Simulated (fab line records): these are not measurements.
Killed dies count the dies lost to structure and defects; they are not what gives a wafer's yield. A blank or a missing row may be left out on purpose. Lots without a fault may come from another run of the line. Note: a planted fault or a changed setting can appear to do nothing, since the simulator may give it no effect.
Chamber matching -- flow nand harc -- rie diel-08 running NHARC_P_GATE_DESCUM_48: 4 sister chambers
The step chemistry O2, time 3 s. 20 wafers are shown with their chamber, then 10 later ones without.

## WAFERS, EACH WITH ITS CHAMBER
wafer,chamber,showerhead plenum p Torr (Torr),drypump motor current A (A),throttle valve pct (%)
L077.3,2,1.87,5.0,11.307
L077.4,1,2.03,5.2,11.310
L077.5,2,1.87,5.0,11.306
L079.1,3,1.89,6.5,11.307
L079.4,2,1.87,5.0,11.309
L079.5,0,1.83,5.3,11.317
L080.1,1,2.03,5.2,11.298
L080.2,3,1.89,6.5,11.303
L080.6,2,1.87,5.0,11.304
L081.2,3,1.89,6.5,11.303
L081.3,0,1.83,5.4,11.314
L081.6,1,2.03,5.2,11.300
L085.3,1,2.03,5.2,11.317
L085.5,3,1.89,6.5,11.309
L085.6,2,1.87,4.9,11.307
L086.3,1,2.03,5.2,11.311
L086.5,1,2.03,5.2,11.305
L086.6,2,1.86,4.9,11.316
L087.2,1,2.03,5.2,11.314
L087.4,0,1.83,5.3,11.316

SIGNATURES (means of the wafers above)
reading,chamber 0,chamber 1,chamber 2,chamber 3,scatter within a chamber
showerhead plenum p Torr,1.8300,2.0300,1.8683,1.8900,0.00228
drypump motor current A,5.333,5.200,4.967,6.500,0.0354
throttle valve pct,11.31567,11.30786,11.30817,11.30550,0.00513
Rule: a wafer's distance from a chamber is the root of the sum, over the readings, of the square of ((its reading less the chamber's mean) divided by the reading's scatter). If the next closest chamber is less than 2 further off than the closest, the wafer can't be placed; otherwise it belongs to the closest. The scatter is the square root of a quotient: the sum, over the shown wafers, of each reading's squared deviation from its chamber's mean, divided by wafers minus chambers.

## WAFERS WHOSE CHAMBER IS MISSING
wafer,showerhead plenum p Torr (Torr),drypump motor current A (A),throttle valve pct (%)
L087.5,1.89,6.5,11.309
L089.3,1.83,5.3,11.321
L089.5,1.83,5.3,11.330
L089.6,2.03,5.1,11.324
L090.1,1.83,5.3,11.325
L090.3,1.89,6.5,11.296
L090.4,1.86,4.9,11.294
L091.1,1.83,5.4,11.314
L091.2,1.89,6.5,11.319
L091.6,1.86,5.0,11.319

## WHICH CHAMBER EACH WENT THROUGH
wafer,from the rows above,in truth
L087.5,3,3
L089.3,0,0
L089.5,0,0
L089.6,1,1
L090.1,0,0
L090.3,3,3
L090.4,2,2
L091.1,0,0
L091.2,3,3
L091.6,2,2
Correctly placed: 10 of 10. Not placeable from these rows: 0. Wrongly placed: 0.
